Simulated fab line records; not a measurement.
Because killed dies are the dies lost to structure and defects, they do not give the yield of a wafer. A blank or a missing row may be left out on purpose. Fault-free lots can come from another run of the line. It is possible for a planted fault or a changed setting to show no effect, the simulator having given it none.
A lot that was struck, set against a sound lot -- flow n5Finfet -- 14 out of 1938 route steps
Sound: wafers L152.1, L152.2, L152.5. Wafers L168.2, L168.4, L168.5 were the ones struck. The cause is given at the end.
For every step that has rows: the tool of each side, followed by ch and its chambers, followed by its first start. Under that, the readings that differ: sound wafers -- struck wafers -- difference of the means -- sigmas: that difference in standard deviations of wafers without a fault.
alike: words and numbers the same on both sides, and readings whose means are apart by under 2 such deviations; not compared: readings that were withheld, readings missing a value for some wafer, numbers with overlapping values and no deviation given by the record, and bounds like >300 which may hide the same value.
The two part at a step that has a row with sigmas, a row that says differs or no value, or rows on one side only. When numbers do not overlap yet have no deviation, they are printed without sigmas and do not part them. Lack of a reading on every wafer of one side parts them only where that side has two or more wafers.

N5_BEOL_M0_SAQP_ETCH_88: etches underlayer in N2/H2, target depth 6.5 nm, time 5.2 s.
  sound on rieDiel-03 ch 0,2, day 5 16:25; struck on rieDiel-06 ch 0,2, day 9 19:20
  alike: drypumpMotorCurrentA, etchRfOnTimeS, oesProductAu, rfVppV, showerheadPlenumPTorr, throttleValvePct
  not compared: rfHoursCounterH
N5_BEOL_M0_SAQP_ETCH_73: etches SiARC in CF4, target depth 19.5 nm, time 32.5 s.
  sound on rieDiel-03 ch 0,2, day 5 16:26; struck on rieDiel-06 ch 0,2, day 9 19:21
  alike: drypumpMotorCurrentA, etchRfOnTimeS, oesProductAu, rfVppV, showerheadPlenumPTorr, throttleValvePct
  not compared: rfHoursCounterH
N5_BEOL_M0_SAQP_CUT_ETCH_46: etches SOC in N2/H2, target depth 135 nm, overetch 27 nm, time 202.5 s.
  sound on rieDiel-03 ch 0,2, day 5 16:28; struck on rieDiel-06 ch 0,2, day 9 19:23
  alike: drypumpMotorCurrentA, rfVppV, showerheadPlenumPTorr, throttleValvePct
  not compared: rfHoursCounterH
then, 3 steps without rows for these wafers: N5_BEOL_M0_SAQP_STRIP_74 (strips in N2/H2); N5_BEOL_M0_SAQP_STRIP_89 (strips in N2/H2); N5_BEOL_M0_SAQP_ALD_48 (deposits SiO2, target thk 20 nm, pulse time 1 s, co reactant pulse time 1 s).
N5_BEOL_M0_SAQP_ETCH_49: etches SiO2 in CF4/O2, target depth 37 nm.
  sound on rieDiel-06 ch 0,1,2, day 5 18:18; struck on rieDiel-03 ch 0,2,3, day 9 20:06
  alike: drypumpMotorCurrentA, oesProductAu, rfVppV, showerheadPlenumPTorr, throttleValvePct
  not compared: rfHoursCounterH
N5_BEOL_M0_SAQP_STRIP_75: strips in CF4.
  sound on rieDiel-06 ch 0,1,2, day 5 18:24; struck on rieDiel-03 ch 0,2,3, day 9 20:12
  alike: drypumpMotorCurrentA, oesProductAu, rfVppV, showerheadPlenumPTorr, throttleValvePct
  not compared: rfHoursCounterH
then, 4 steps without rows for these wafers: N5_BEOL_M0_CUTY_COAT_50 (time 60 s, resist thk 15 nm); N5_BEOL_M0_CUTY_COAT_51 (resist thk 150 nm); N5_BEOL_M0_CUTY_EBR_52; N5_BEOL_M0_CUTY_SOFTBAKE_53 (time 60 s).
N5_BEOL_M0_CUTY_EXPOSE_54: exposes mask M0 ABLK.
  struck on arfiScanner-03, day 9 20:29; sound on arfiScanner-01 ch 0, day 5 18:40
  no value came back on the struck wafers for exposureDoseMJCm2, focusOffsetNm (nm); on the sound wafers exposureDoseMJCm2 reads 35.95 35.97 36.00
  alike: mask
then, 1 step without rows for these wafers: N5_BEOL_M0_CUTY_PEB_55 (peb time 60 s).

== WHERE THEY PART ==
Within this record, at N5_BEOL_M0_CUTY_EXPOSE_54 only.

WHY: what the simulator had put in
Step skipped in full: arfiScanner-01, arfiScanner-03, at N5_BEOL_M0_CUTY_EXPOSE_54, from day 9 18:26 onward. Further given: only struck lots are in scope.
